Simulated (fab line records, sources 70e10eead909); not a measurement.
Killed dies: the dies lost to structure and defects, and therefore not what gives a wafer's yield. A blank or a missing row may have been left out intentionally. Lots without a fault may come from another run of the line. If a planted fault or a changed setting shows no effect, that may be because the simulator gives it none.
Which of the tools did it? + flow nand_harc + 24 lots, 72 wafers sampled, at 6 steps of a route of 1302

== WHAT THE GAUGES SHOWED, per wafer ==
NHARC_P_M2_CD_MEAS_16.
| lot  | measured     | on        | cd_nm (nm)        |
|------|--------------|-----------|-------------------|
| L074 | day 6 07:35  | cd_sem-02 | 169.5 169.4 170.1 |
| L075 | day 6 22:10  | cd_sem-03 | 168.7 170.3 168.8 |
| L076 | day 7 05:25  | cd_sem-01 | 170.2 170.6 169.9 |
| L077 | day 7 11:58  | cd_sem-03 | 170.8 171.3 170.3 |
| L078 | day 8 01:51  | cd_sem-02 | 170.5 170.7 170.0 |
| L080 | day 8 20:26  | cd_sem-01 | 169.0 169.4 168.5 |
| L079 | day 8 21:20  | cd_sem-01 | 169.5 168.7 169.3 |
| L081 | day 9 11:33  | cd_sem-02 | 169.8 170.3 168.9 |
| L082 | day 10 10:01 | cd_sem-01 | 168.9 169.5 169.1 |
| L083 | day 10 20:33 | cd_sem-03 | 169.7 170.0 169.6 |
| L084 | day 11 00:07 | cd_sem-01 | 170.9 169.9 170.3 |
| L085 | day 11 05:27 | cd_sem-03 | 170.7 170.6 170.7 |
| L086 | day 11 08:46 | cd_sem-01 | 169.4 169.7 167.9 |
| L087 | day 11 16:49 | cd_sem-02 | 171.5 170.3 170.5 |
| L088 | day 12 16:19 | cd_sem-02 | 169.5 169.4 168.9 |
| L089 | day 13 02:28 | cd_sem-03 | 169.4 169.5 168.8 |
| L090 | day 13 08:43 | cd_sem-03 | 170.6 171.5 169.7 |
| L091 | day 13 12:14 | cd_sem-02 | 168.5 168.6 168.6 |
| L092 | day 13 17:59 | cd_sem-03 | 169.7 167.7 169.4 |
| L093 | day 14 07:22 | cd_sem-03 | 169.6 171.0 169.6 |
| L094 | day 14 14:52 | cd_sem-03 | 169.1 168.7 170.1 |
| L095 | day 15 01:56 | cd_sem-02 | 168.7 169.7 169.9 |
| L096 | day 15 20:55 | cd_sem-03 | 168.4 168.5 169.0 |
| L097 | day 16 02:27 | cd_sem-03 | 169.0 170.5 169.9 |

NHARC_P_BONDPAD_THK_MEAS_33: measures by ellipsometry.
| lot  | measured     | on            | thk_nm (nm)       |
|------|--------------|---------------|-------------------|
| L074 | day 6 11:04  | film_metro-01 | 201.4 199.9 201.5 |
| L075 | day 7 01:47  | film_metro-02 | 197.7 200.1 203.5 |
| L076 | day 7 08:53  | film_metro-01 | 197.5 198.2 198.8 |
| L077 | day 7 15:34  | film_metro-01 | 202.3 199.1 204.0 |
| L078 | day 8 05:23  | film_metro-01 | 200.4 198.4 200.1 |
| L080 | day 8 23:56  | film_metro-01 | 203.0 201.2 200.5 |
| L079 | day 9 00:49  | film_metro-01 | 197.2 196.9 195.7 |
| L081 | day 9 15:09  | film_metro-02 | 200.3 200.0 201.8 |
| L082 | day 10 13:44 | film_metro-02 | 199.1 200.3 199.6 |
| L083 | day 11 00:00 | film_metro-01 | 201.4 199.7 199.5 |
| L084 | day 11 03:35 | film_metro-02 | 196.0 200.2 197.9 |
| L085 | day 11 08:56 | film_metro-01 | 199.2 199.6 198.6 |
| L086 | day 11 12:14 | film_metro-02 | 199.7 201.3 199.4 |
| L087 | day 11 20:23 | film_metro-01 | 198.7 198.4 199.4 |
| L088 | day 12 19:53 | film_metro-01 | 200.9 202.3 198.9 |
| L089 | day 13 06:05 | film_metro-01 | 201.4 198.3 196.7 |
| L090 | day 13 12:14 | film_metro-02 | 198.9 198.4 199.5 |
| L091 | day 13 15:44 | film_metro-01 | 200.5 202.4 198.0 |
| L092 | day 13 21:31 | film_metro-02 | 198.5 200.6 198.2 |
| L093 | day 14 10:51 | film_metro-02 | 200.1 199.4 199.3 |
| L094 | day 14 18:22 | film_metro-02 | 199.6 200.4 197.4 |
| L095 | day 15 05:35 | film_metro-01 | 199.9 200.5 199.3 |
| L096 | day 16 00:26 | film_metro-01 | 198.8 199.8 194.9 |
| L097 | day 16 05:58 | film_metro-02 | 198.5 199.4 200.0 |

NHARC_A_START_INSPECT_01.
| lot  | measured     | on                | raw_defect_count |
|------|--------------|-------------------|------------------|
| L074 | day 6 14:47  | defect_inspect-02 | 1 3 3            |
| L075 | day 7 05:27  | defect_inspect-01 | 4 4 1            |
| L076 | day 7 13:01  | defect_inspect-01 | 2 5 7            |
| L077 | day 7 19:23  | defect_inspect-01 | 3 4 3            |
| L078 | day 8 09:17  | defect_inspect-02 | 5 4 2            |
| L080 | day 9 03:51  | defect_inspect-02 | 2 6 2            |
| L079 | day 9 04:49  | defect_inspect-01 | 4 2 3            |
| L081 | day 9 18:50  | defect_inspect-02 | 3 2 9            |
| L082 | day 10 17:35 | defect_inspect-02 | 5 3 5            |
| L083 | day 11 03:44 | defect_inspect-02 | 3 1 6            |
| L084 | day 11 07:43 | defect_inspect-02 | 1 6 4            |
| L085 | day 11 12:49 | defect_inspect-02 | 6 1 4            |
| L086 | day 11 16:10 | defect_inspect-02 | 4 3 4            |
| L087 | day 12 00:02 | defect_inspect-02 | 1 4 2            |
| L088 | day 12 23:41 | defect_inspect-02 | 6 7 5            |
| L089 | day 13 10:02 | defect_inspect-02 | 4 4 6            |
| L090 | day 13 16:23 | defect_inspect-02 | 1 2 4            |
| L091 | day 13 19:31 | defect_inspect-01 | 3 5 2            |
| L092 | day 14 01:19 | defect_inspect-01 | 4 3 3            |
| L093 | day 14 14:42 | defect_inspect-01 | 5 3 6            |
| L094 | day 14 22:01 | defect_inspect-02 | 2 3 5            |
| L095 | day 15 09:31 | defect_inspect-02 | 5 4 3            |
| L096 | day 16 04:08 | defect_inspect-02 | 7 3 8            |
| L097 | day 16 09:38 | defect_inspect-02 | 3 3 5            |

== TOOL THAT RAN EACH LOT (tool first, then ch and the chambers of the sampled wafers, then the start) ==
| lot  | NHARC_P_M2_DEP_33               | NHARC_P_BONDPAD_DESCUM_11          | NHARC_P_BONDPAD_ETCH_37            |
|------|---------------------------------|------------------------------------|------------------------------------|
| L074 | pecvd-04 ch 0,1,2, day 6 10:02  | rie_diel-11 ch 1,2, day 6 11:44    | rie_diel-11 ch 1,2,3, day 6 11:50  |
| L075 | pecvd-04 ch 0,1, day 7 00:34    | rie_diel-11 ch 1,3, day 7 02:26    | rie_diel-11 ch 0,2, day 7 02:31    |
| L076 | pecvd-04 ch 0,1, day 7 07:49    | rie_diel-01 ch 0,2, day 7 09:39    | rie_diel-01 ch 0,1,2, day 7 09:45  |
| L077 | pecvd-04 ch 0,2, day 7 14:31    | rie_diel-12 ch 0,2, day 7 16:14    | rie_diel-12 ch 1,2,3, day 7 16:19  |
| L078 | pecvd-02 ch 0,2, day 8 04:19    | rie_diel-01 ch 0,3, day 8 06:11    | rie_diel-01 ch 1,3, day 8 06:16    |
| L080 | pecvd-04 ch 1,2, day 8 22:52    | rie_diel-01 ch 0,1,3, day 9 00:45  | rie_diel-01 ch 0,3, day 9 00:51    |
| L079 | pecvd-02 ch 0,1,2, day 8 23:47  | rie_diel-01 ch 0,3, day 9 01:35    | rie_diel-01 ch 0,1,3, day 9 01:42  |
| L081 | pecvd-04 ch 1,2, day 9 14:05    | rie_diel-11 ch 2,3, day 9 15:48    | rie_diel-11 ch 0,3, day 9 15:53    |
| L082 | pecvd-04 ch 0,1, day 10 12:32   | rie_diel-11 ch 0,1,2, day 10 14:33 | rie_diel-11 ch 0,1, day 10 14:38   |
| L083 | pecvd-04 ch 0,1,2, day 10 22:57 | rie_diel-01 ch 0,1,3, day 11 00:40 | rie_diel-01 ch 0,1,2, day 11 00:45 |
| L084 | pecvd-04 ch 1,2, day 11 02:31   | rie_diel-01 ch 0,2,3, day 11 04:23 | rie_diel-01 ch 1,3, day 11 04:27   |
| L085 | pecvd-02 ch 0,1, day 11 07:54   | rie_diel-11 ch 0,2,3, day 11 09:43 | rie_diel-11 ch 0,3, day 11 09:49   |
| L086 | pecvd-02 ch 0,1, day 11 11:11   | rie_diel-12 ch 1,2,3, day 11 13:02 | rie_diel-12 ch 1,2, day 11 13:08   |
| L087 | pecvd-04 ch 0,1, day 11 19:24   | rie_diel-12 ch 1,2, day 11 21:02   | rie_diel-12 ch 0,2,3, day 11 21:08 |
| L088 | pecvd-04 ch 0,1, day 12 18:51   | rie_diel-11 ch 1,2,3, day 12 20:40 | rie_diel-11 ch 0,1,3, day 12 20:45 |
| L089 | pecvd-04 ch 1,2, day 13 05:01   | rie_diel-01 ch 1,2, day 13 06:53   | rie_diel-01 ch 0,2, day 13 06:58   |
| L090 | pecvd-03 ch 0,1, day 13 11:09   | rie_diel-11 ch 1,2, day 13 12:54   | rie_diel-11 ch 0,1,3, day 13 13:00 |
| L091 | pecvd-04 ch 0,2, day 13 14:46   | rie_diel-12 ch 0,3, day 13 16:23   | rie_diel-12 ch 0,1, day 13 16:29   |
| L092 | pecvd-03 ch 0,2, day 13 20:25   | rie_diel-12 ch 0,1, day 13 22:18   | rie_diel-12 ch 0,2,3, day 13 22:24 |
| L093 | pecvd-02 ch 0,1,2, day 14 09:47 | rie_diel-01 ch 0,1,3, day 14 11:38 | rie_diel-01 ch 0,1,3, day 14 11:44 |
| L094 | pecvd-02 ch 1,2, day 14 17:20   | rie_diel-01 ch 1,2, day 14 19:01   | rie_diel-01 ch 0,2, day 14 19:05   |
| L095 | pecvd-02 ch 0,2, day 15 04:32   | rie_diel-12 ch 0,1, day 15 06:14   | rie_diel-12 ch 0,3, day 15 06:19   |
| L096 | pecvd-03 ch 0,1, day 15 23:25   | rie_diel-12 ch 1,2,3, day 16 01:07 | rie_diel-12 ch 1,3, day 16 01:11   |
| L097 | pecvd-03 ch 1,2, day 16 04:54   | rie_diel-12 ch 0,2,3, day 16 06:38 | rie_diel-12 ch 0,1,3, day 16 06:43 |
- NHARC_P_M2_DEP_33: deposits SiCN, target thk 30 nm.
- NHARC_P_BONDPAD_DESCUM_11: chemistry O2, time 3 s.
- NHARC_P_BONDPAD_ETCH_37: etches the open film in N2/H2, target depth 60 nm, overetch 18 nm, time 65.91 s.

== WHAT THE TOOLS THEMSELVES READ (means of the sampled wafers that have a number; where no wafer has one, the mark that the record gives instead) ==
NHARC_P_M2_DEP_33.
| lot  | tool     | heater_power_w (W) |
|------|----------|--------------------|
| L074 | pecvd-04 | 657                |
| L075 | pecvd-04 | 607                |
| L076 | pecvd-04 | 678                |
| L077 | pecvd-04 | 571                |
| L078 | pecvd-02 | 540                |
| L080 | pecvd-04 | 620                |
| L079 | pecvd-02 | 631                |
| L081 | pecvd-04 | 594                |
| L082 | pecvd-04 | 599                |
| L083 | pecvd-04 | 641                |
| L084 | pecvd-04 | 609                |
| L085 | pecvd-02 | 622                |
| L086 | pecvd-02 | 732                |
| L087 | pecvd-04 | 551                |
| L088 | pecvd-04 | 631                |
| L089 | pecvd-04 | 525                |
| L090 | pecvd-03 | 634                |
| L091 | pecvd-04 | 708                |
| L092 | pecvd-03 | 602                |
| L093 | pecvd-02 | 650                |
| L094 | pecvd-02 | 630                |
| L095 | pecvd-02 | 561                |
| L096 | pecvd-03 | 638                |
| L097 | pecvd-03 | 573                |

NHARC_P_BONDPAD_DESCUM_11.
| lot  | tool        | drypump_motor_current_A (A) | oes_product_au (a.u.) | rf_vpp_V (V) | showerhead_plenum_p_Torr (Torr) | throttle_valve_pct (%) |
|------|-------------|-----------------------------|-----------------------|--------------|---------------------------------|------------------------|
| L074 | rie_diel-11 | 6.5                         | 1.006                 | 57.5         | 1.88                            | 11.306                 |
| L075 | rie_diel-11 | 6.0                         | 0.996                 | 58.2         | 1.94                            | 11.303                 |
| L076 | rie_diel-01 | 5.2                         | 0.983                 | 57.3         | 1.92                            | 11.308                 |
| L077 | rie_diel-12 | 5.3                         | 1.001                 | 57.4         | 1.86                            | 11.310                 |
| L078 | rie_diel-01 | 5.5                         | 1.005                 | 59.2         | 1.93                            | 11.323                 |
| L080 | rie_diel-01 | 5.7                         | 1.000                 | 57.1         | 1.90                            | 11.310                 |
| L079 | rie_diel-01 | 5.2                         | 0.994                 | 58.0         | 1.96                            | 11.308                 |
| L081 | rie_diel-11 | 5.4                         | 1.006                 | 58.3         | 1.81                            | 11.308                 |
| L082 | rie_diel-11 | 6.4                         | 1.013                 | 57.5         | 1.88                            | 11.315                 |
| L083 | rie_diel-01 | 5.7                         | 1.006                 | 58.5         | 1.90                            | 11.308                 |
| L084 | rie_diel-01 | 5.3                         | 0.995                 | 58.4         | 1.92                            | 11.312                 |
| L085 | rie_diel-11 | 5.9                         | 1.015                 | 57.3         | 1.81                            | 11.313                 |
| L086 | rie_diel-12 | 5.7                         | 0.988                 | 57.5         | 1.83                            | 11.312                 |
| L087 | rie_diel-12 | 5.9                         | 0.995                 | 56.9         | 1.80                            | 11.319                 |
| L088 | rie_diel-11 | 5.9                         | 0.994                 | 57.4         | 1.88                            | 11.304                 |
| L089 | rie_diel-01 | 6.0                         | 0.994                 | 57.8         | 1.83                            | 11.309                 |
| L090 | rie_diel-11 | 6.4                         | 0.996                 | 56.3         | 1.88                            | 11.305                 |
| L091 | rie_diel-12 | 5.2                         | 0.993                 | 57.8         | 1.90                            | 11.310                 |
| L092 | rie_diel-12 | 5.7                         | 0.992                 | 57.6         | 1.84                            | 11.308                 |
| L093 | rie_diel-01 | 5.7                         | 1.000                 | 58.0         | 1.90                            | 11.324                 |
| L094 | rie_diel-01 | 6.0                         | 0.992                 | 57.2         | 1.83                            | 11.314                 |
| L095 | rie_diel-12 | 5.7                         | 0.993                 | 56.7         | 1.84                            | 11.308                 |
| L096 | rie_diel-12 | 5.8                         | 0.993                 | 57.6         | 1.83                            | 11.314                 |
| L097 | rie_diel-12 | 5.3                         | 0.997                 | 57.6         | 1.88                            | 11.308                 |

NHARC_P_BONDPAD_ETCH_37.
| lot  | tool        | drypump_motor_current_A (A) | oes_product_au (a.u.) | rf_vpp_V (V) | showerhead_plenum_p_Torr (Torr) | throttle_valve_pct (%) |
|------|-------------|-----------------------------|-----------------------|--------------|---------------------------------|------------------------|
| L074 | rie_diel-11 | 6.0                         | 1.008                 | 429.4        | 2.00                            | 14.170                 |
| L075 | rie_diel-11 | 6.5                         | 1.012                 | 427.6        | 1.94                            | 14.170                 |
| L076 | rie_diel-01 | 5.5                         | 1.000                 | 430.0        | 2.02                            | 14.168                 |
| L077 | rie_diel-12 | 5.7                         | 0.999                 | 427.8        | 1.95                            | 14.168                 |
| L078 | rie_diel-01 | 6.0                         | 1.003                 | 428.5        | 1.99                            | 14.172                 |
| L080 | rie_diel-01 | 5.2                         | 0.998                 | 432.2        | 2.09                            | 14.171                 |
| L079 | rie_diel-01 | 5.7                         | 0.997                 | 429.5        | 2.03                            | 14.173                 |
| L081 | rie_diel-11 | 5.9                         | 1.010                 | 427.2        | 1.93                            | 14.168                 |
| L082 | rie_diel-11 | 6.4                         | 1.010                 | 429.4        | 2.01                            | 14.169                 |
| L083 | rie_diel-01 | 5.5                         | 0.989                 | 430.0        | 2.02                            | 14.174                 |
| L084 | rie_diel-01 | 6.1                         | 0.995                 | 428.4        | 1.96                            | 14.168                 |
| L085 | rie_diel-11 | 5.9                         | 1.015                 | 427.5        | 1.93                            | 14.169                 |
| L086 | rie_diel-12 | 5.8                         | 0.995                 | 427.0        | 1.92                            | 14.177                 |
| L087 | rie_diel-12 | 5.3                         | 0.995                 | 429.7        | 2.01                            | 14.172                 |
| L088 | rie_diel-11 | 6.0                         | 0.997                 | 429.6        | 2.00                            | 14.173                 |
| L089 | rie_diel-01 | 5.0                         | 0.996                 | 432.1        | 2.09                            | 14.172                 |
| L090 | rie_diel-11 | 5.9                         | 1.004                 | 429.7        | 2.00                            | 14.171                 |
| L091 | rie_diel-12 | 5.7                         | 1.002                 | 428.3        | 1.97                            | 14.167                 |
| L092 | rie_diel-12 | 5.3                         | 1.000                 | 429.4        | 2.00                            | 14.180                 |
| L093 | rie_diel-01 | 5.7                         | 1.004                 | 429.5        | 2.03                            | 14.166                 |
| L094 | rie_diel-01 | 5.0                         | 0.996                 | 432.1        | 2.09                            | 14.178                 |
| L095 | rie_diel-12 | 5.3                         | 0.994                 | 430.0        | 2.03                            | 14.178                 |
| L096 | rie_diel-12 | 5.9                         | 0.990                 | 428.0        | 1.94                            | 14.172                 |
| L097 | rie_diel-12 | 5.4                         | 0.989                 | 429.9        | 2.00                            | 14.163                 |

== THE ANSWER, worked out from the rows above alone ==
Rule: the usual values come from the lots themselves. Put in order of their means at a reading, lots are off if they are a third of the lots or fewer, leave a main group of 4 or more, and stand apart from it by a gap of 3 or more times the standard deviation of the main group's means; of several such gaps the widest counts. A main group whose means are all the same, to the digits that the tables above print for the reading, isn't used. A lot without any number at a reading at which 4 lots or more have one is off too. The other lots that the step has rows for count as sound. After the gauges, taken in route order, come the tools' own readings; for these a lot's mean is taken, as printed above. At the first step where some lot is off, the reading lying furthest off is the one used; lots without a number count as furthest.
Nothing can be told from this: no lot is off at any reading shown.

== WHAT THE SIMULATOR PUT IN ==
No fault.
